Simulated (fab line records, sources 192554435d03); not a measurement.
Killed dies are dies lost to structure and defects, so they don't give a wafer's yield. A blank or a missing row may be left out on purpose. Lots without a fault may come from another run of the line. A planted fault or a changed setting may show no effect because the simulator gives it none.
Which tool did it? | flow n5_finfet | 24 lots, 72 wafers sampled, at 5 steps of a route of 1938

WHAT THE GAUGES READ, wafer by wafer
N5_BEOL_M6_THK_MEAS_01. Usual: M6_ILD_THK 154.6 nm, standard deviation 1.9.
lot  | measured     | on            | M6_ILD_THK (nm)   | flag
L075 | day 9 03:52  | film_metro-02 | 154.5 156.2 154.6 |
L074 | day 9 05:52  | film_metro-01 | 154.4 157.2 156.1 |
L076 | day 9 06:58  | film_metro-01 | 150.6 155.3 154.7 |
L077 | day 9 12:05  | film_metro-01 | 153.2 156.8 156.7 |
L078 | day 9 14:19  | film_metro-02 | 157.7 156.1 157.8 |
L079 | day 9 17:58  | film_metro-02 | 151.9 150.9 154.7 |
L080 | day 10 06:49 | film_metro-02 | 154.4 153.3 155.8 |
L081 | day 10 11:59 | film_metro-02 | 154.8 154.0 154.4 |
L082 | day 11 00:11 | film_metro-01 | 154.5 157.5 156.5 |
L083 | day 11 06:42 | film_metro-01 | 155.7 154.6 159.0 |
L084 | day 11 12:35 | film_metro-02 | 153.3 155.8 154.9 |
L085 | day 11 13:34 | film_metro-02 | 152.4 154.0 154.2 |
L087 | day 12 00:57 | film_metro-01 | 152.6 153.9 154.8 |
L088 | day 12 04:10 | film_metro-01 | 153.9 156.0 153.7 |
L089 | day 12 05:46 | film_metro-02 | 151.5 153.6 153.2 |
L086 | day 12 06:07 | film_metro-01 | 152.7 154.7 155.4 |
L090 | day 12 18:19 | film_metro-01 | 152.8 151.2 154.6 |
L092 | day 13 03:14 | film_metro-01 | 154.3 151.7 156.4 |
L091 | day 13 07:42 | film_metro-01 | 153.9 155.7 153.4 |
L093 | day 13 11:23 | film_metro-01 | 154.3 152.3 154.8 |
L094 | day 13 17:48 | film_metro-01 | 155.2 153.9 156.5 |
L095 | day 13 20:23 | film_metro-02 | 152.4 151.5 154.7 |
L096 | day 14 03:05 | film_metro-01 | 156.2 158.9 159.9 |
L097 | day 14 07:58 | film_metro-02 | 155.7 152.5 155.8 |

WHICH TOOL RAN EACH LOT (tool, then ch and the chambers of the sampled wafers, then the start)
lot  | N5_BEOL_M5_ANNEAL_82         | N5_BEOL_M5_PRE_CLEAN_77          | N5_BEOL_M6_ILD_DEP_00           | N5_BEOL_M6_CURE_74
L075 | pvd_sputter-01, day 8 22:59  | cvd_co-02 ch 0,1,2, day 9 02:59  | pecvd-01 ch 1,2, day 9 03:17    | uv_cure-01 ch 0, day 9 03:30
L074 | pvd_sputter-02, day 9 00:30  | cvd_co-01 ch 0,1,2, day 9 04:31  | pecvd-01 ch 1,2, day 9 04:48    | uv_cure-03 ch 0, day 9 05:11
L076 | pvd_sputter-03, day 9 01:50  | cvd_co-02 ch 0,2, day 9 06:06    | pecvd-03 ch 0,1,2, day 9 06:23  | uv_cure-02 ch 1, day 9 06:32
L077 | pvd_sputter-02, day 9 06:56  | cvd_co-01 ch 0,1,2, day 9 10:58  | pecvd-02 ch 0,1,2, day 9 11:18  | uv_cure-01 ch 2, day 9 11:34
L078 | pvd_sputter-03, day 9 09:26  | cvd_co-01 ch 0,1,2, day 9 13:28  | pecvd-01 ch 0,1,2, day 9 13:46  | uv_cure-03 ch 0, day 9 14:02
L079 | pvd_sputter-02, day 9 12:05  | cvd_co-02 ch 0,1,2, day 9 16:37  | pecvd-02 ch 0,2, day 9 16:55    | uv_cure-01 ch 1, day 9 17:08
L080 | pvd_sputter-02, day 10 01:11 | cvd_co-01 ch 0,1,2, day 10 05:26 | pecvd-01 ch 0,1, day 10 05:46   | uv_cure-01 ch 2, day 10 05:59
L081 | pvd_sputter-03, day 10 06:14 | cvd_co-02 ch 0,1, day 10 10:14   | pecvd-01 ch 0,2, day 10 10:32   | uv_cure-01 ch 0, day 10 10:59
L082 | pvd_sputter-01, day 10 19:11 | cvd_co-01 ch 0,1, day 10 23:19   | pecvd-01 ch 0,2, day 10 23:36   | uv_cure-01 ch 1, day 10 23:40
L083 | pvd_sputter-02, day 11 00:31 | cvd_co-02 ch 1,2, day 11 05:50   | pecvd-03 ch 0,1, day 11 06:07   | uv_cure-01 ch 0, day 11 06:11
L084 | pvd_sputter-03, day 11 07:43 | cvd_co-02 ch 0,2, day 11 11:43   | pecvd-03 ch 0,1, day 11 12:01   | uv_cure-01 ch 0, day 11 12:09
L085 | pvd_sputter-02, day 11 08:30 | cvd_co-02 ch 0,2, day 11 12:42   | pecvd-03 ch 1,2, day 11 12:59   | uv_cure-03 ch 0, day 11 13:13
L087 | pvd_sputter-02, day 11 19:11 | cvd_co-02 ch 0,1, day 12 00:05   | pecvd-03 ch 0,1,2, day 12 00:22 | uv_cure-02 ch 0, day 12 00:31
L088 | pvd_sputter-03, day 11 23:17 | cvd_co-01 ch 0,1,2, day 12 03:19 | pecvd-01 ch 0,1,2, day 12 03:36 | uv_cure-01 ch 0, day 12 03:53
L089 | pvd_sputter-01, day 12 00:25 | cvd_co-02 ch 0,1, day 12 04:26   | pecvd-02 ch 0,1,2, day 12 04:43 | uv_cure-01 ch 1, day 12 04:47
L086 | pvd_sputter-02, day 12 01:13 | cvd_co-02 ch 0,1, day 12 05:15   | pecvd-03 ch 0,2, day 12 05:32   | uv_cure-03 ch 0, day 12 05:41
L090 | pvd_sputter-03, day 12 11:59 | cvd_co-02 ch 0,2, day 12 15:59   | pecvd-01 ch 1,2, day 12 16:17   | uv_cure-01 ch 2, day 12 16:22
L092 | pvd_sputter-01, day 12 22:21 | cvd_co-02 ch 0,1, day 13 02:22   | pecvd-01 ch 0,1,2, day 13 02:39 | uv_cure-03 ch 2, day 13 02:47
L091 | pvd_sputter-02, day 13 02:46 | cvd_co-02 ch 0,1,2, day 13 06:50 | pecvd-03 ch 0,1,2, day 13 07:07 | uv_cure-01 ch 1, day 13 07:11
L093 | pvd_sputter-01, day 13 06:31 | cvd_co-01 ch 0,1,2, day 13 10:31 | pecvd-02 ch 0,1,2, day 13 10:48 | uv_cure-03 ch 1, day 13 10:52
L094 | pvd_sputter-01, day 13 12:55 | cvd_co-01 ch 0,1,2, day 13 16:55 | pecvd-01 ch 0,1, day 13 17:13   | uv_cure-01 ch 0, day 13 17:17
L095 | pvd_sputter-02, day 13 15:30 | cvd_co-01 ch 0,1, day 13 19:31   | pecvd-03 ch 0,1, day 13 19:48   | uv_cure-03 ch 1, day 13 19:56
L096 | pvd_sputter-02, day 13 21:50 | cvd_co-01 ch 0,1, day 14 02:12   | pecvd-02 ch 0,1,2, day 14 02:31 | uv_cure-01 ch 2, day 14 02:40
L097 | pvd_sputter-01, day 14 03:03 | cvd_co-02 ch 0,1,2, day 14 07:05 | pecvd-03 ch 0,1,2, day 14 07:24 | uv_cure-01 ch 1, day 14 07:41
- N5_BEOL_M5_ANNEAL_82: time 1800 s.
- N5_BEOL_M5_PRE_CLEAN_77: time 15 s.
- N5_BEOL_M6_ILD_DEP_00: deposits SiCOH lowk from DEMS/porogen, target thk 179.75 nm, time 33.4 s.
- N5_BEOL_M6_CURE_74: cures SiCOH lowk, time 240 s.

WHAT THE TOOLS THEMSELVES READ (means of the sampled wafers that have a number; where no wafer has one, the mark that the record gives instead)
N5_BEOL_M5_ANNEAL_82. Usual: heater_power_w 866 W, standard deviation 96.
lot  | tool           | heater_power_w (W) | flag
L075 | pvd_sputter-01 | 790                |
L074 | pvd_sputter-02 | 850                |
L076 | pvd_sputter-03 | 907                |
L077 | pvd_sputter-02 | 879                |
L078 | pvd_sputter-03 | 937                |
L079 | pvd_sputter-02 | 969                |
L080 | pvd_sputter-02 | 878                |
L081 | pvd_sputter-03 | 889                |
L082 | pvd_sputter-01 | 833                |
L083 | pvd_sputter-02 | 846                |
L084 | pvd_sputter-03 | 985                |
L085 | pvd_sputter-02 | 841                |
L087 | pvd_sputter-02 | 912                |
L088 | pvd_sputter-03 | 1021               |
L089 | pvd_sputter-01 | 821                |
L086 | pvd_sputter-02 | 922                |
L090 | pvd_sputter-03 | 873                |
L092 | pvd_sputter-01 | 872                |
L091 | pvd_sputter-02 | 848                |
L093 | pvd_sputter-01 | 827                |
L094 | pvd_sputter-01 | 791                |
L095 | pvd_sputter-02 | 813                |
L096 | pvd_sputter-02 | 946                |
L097 | pvd_sputter-01 | 722                |

N5_BEOL_M5_PRE_CLEAN_77. Usual: heater_power_w 78 W, standard deviation 10.
lot  | tool      | heater_power_w (W) | flag
L075 | cvd_co-02 | 78                 |
L074 | cvd_co-01 | 76                 |
L076 | cvd_co-02 | 76                 |
L077 | cvd_co-01 | 76                 |
L078 | cvd_co-01 | 77                 |
L079 | cvd_co-02 | 78                 |
L080 | cvd_co-01 | 76                 |
L081 | cvd_co-02 | 81                 |
L082 | cvd_co-01 | 71                 |
L083 | cvd_co-02 | 80                 |
L084 | cvd_co-02 | 76                 |
L085 | cvd_co-02 | 76                 |
L087 | cvd_co-02 | 80                 |
L088 | cvd_co-01 | 75                 |
L089 | cvd_co-02 | 83                 |
L086 | cvd_co-02 | 81                 |
L090 | cvd_co-02 | 75                 |
L092 | cvd_co-02 | 83                 |
L091 | cvd_co-02 | 79                 |
L093 | cvd_co-01 | 76                 |
L094 | cvd_co-01 | 78                 |
L095 | cvd_co-01 | 71                 |
L096 | cvd_co-01 | 84                 |
L097 | cvd_co-02 | 79                 |

N5_BEOL_M6_ILD_DEP_00. Usual: heater_power_w 348 W, standard deviation 55; showerhead_plenum_p_Torr 5.733 Torr, standard deviation 0.028; throttle_valve_pct 13.7 %, standard deviation 0.7.
lot  | tool     | heater_power_w (W) | showerhead_plenum_p_Torr (Torr) | throttle_valve_pct (%) | flag
L075 | pecvd-01 | 362                | 5.751                           | 14.0                   |
L074 | pecvd-01 | 373                | 5.747                           | 14.1                   |
L076 | pecvd-03 | 330                | 5.741                           | 13.4                   |
L077 | pecvd-02 | 422                | 5.722                           | 13.3                   |
L078 | pecvd-01 | 339                | 5.719                           | 13.9                   |
L079 | pecvd-02 | 445                | 5.721                           | 14.0                   |
L080 | pecvd-01 | 331                | 5.720                           | 14.5                   |
L081 | pecvd-01 | 326                | 5.702                           | 13.5                   |
L082 | pecvd-01 | 299                | 5.696                           | 13.8                   |
L083 | pecvd-03 | 333                | 5.728                           | 13.6                   |
L084 | pecvd-03 | 330                | 5.753                           | 14.0                   |
L085 | pecvd-03 | 317                | 5.740                           | 13.1                   |
L087 | pecvd-03 | 323                | 5.741                           | 13.7                   |
L088 | pecvd-01 | 328                | 5.722                           | 14.0                   |
L089 | pecvd-02 | 444                | 5.729                           | 13.5                   |
L086 | pecvd-03 | 345                | 5.760                           | 14.0                   |
L090 | pecvd-01 | 324                | 5.726                           | 13.6                   |
L092 | pecvd-01 | 329                | 5.722                           | 14.0                   |
L091 | pecvd-03 | 324                | 5.750                           | 13.6                   |
L093 | pecvd-02 | 416                | 5.724                           | 13.6                   |
L094 | pecvd-01 | 330                | 5.743                           | 14.5                   |
L095 | pecvd-03 | 275                | 5.736                           | 13.5                   |
L096 | pecvd-02 | 417                | 5.730                           | 13.4                   |
L097 | pecvd-03 | 336                | 5.742                           | 13.5                   |

N5_BEOL_M6_CURE_74. Usual: lamp_power_pct 52.32 %, standard deviation 0.047; wafer_temp_C_max 386.9, standard deviation 0.79.
lot  | tool       | lamp_power_pct (%) | wafer_temp_C_max | flag
L075 | uv_cure-01 | 52.22              | 385.9            |
L074 | uv_cure-03 | 52.34              | 387.2            |
L076 | uv_cure-02 | 52.29              | 386.3            |
L077 | uv_cure-01 | 52.30              | 387.9            |
L078 | uv_cure-03 | 52.35              | 387.7            |
L079 | uv_cure-01 | 52.27              | 387.0            |
L080 | uv_cure-01 | 52.35              | 388.3            |
L081 | uv_cure-01 | 52.32              | 385.9            |
L082 | uv_cure-01 | 52.31              | 386.9            |
L083 | uv_cure-01 | 52.34              | 386.0            |
L084 | uv_cure-01 | 52.34              | 386.4            |
L085 | uv_cure-03 | 52.29              | 386.8            |
L087 | uv_cure-02 | 52.35              | 388.1            |
L088 | uv_cure-01 | 52.32              | 386.4            |
L089 | uv_cure-01 | 52.30              | 386.7            |
L086 | uv_cure-03 | 52.30              | 387.0            |
L090 | uv_cure-01 | 52.32              | 387.6            |
L092 | uv_cure-03 | 52.32              | 386.2            |
L091 | uv_cure-01 | 52.30              | 386.4            |
L093 | uv_cure-03 | 52.32              | 386.7            |
L094 | uv_cure-01 | 52.31              | 386.1            |
L095 | uv_cure-03 | 52.31              | 386.1            |
L096 | uv_cure-01 | 52.34              | 388.2            |
L097 | uv_cure-01 | 52.34              | 386.6            |

THE ANSWER, worked out from the rows above alone
Rule: a lot is off if the mean of its wafers that have a number lies more than 3 standard deviations from the usual mean. A lot without any number at a reading at which 4 lots or more have one is off too. The other lots that the step has rows for count as sound. The gauges are gone through in route order, then the tools' own readings, and for those a lot's mean is taken as printed above. The first step at which some lot is off is used, and at that step the reading that is off furthest; a lot without a number counts as furthest.
No lot is off at any reading shown: from this, nothing can be told.

WHAT THE SIMULATOR HAD PUT IN
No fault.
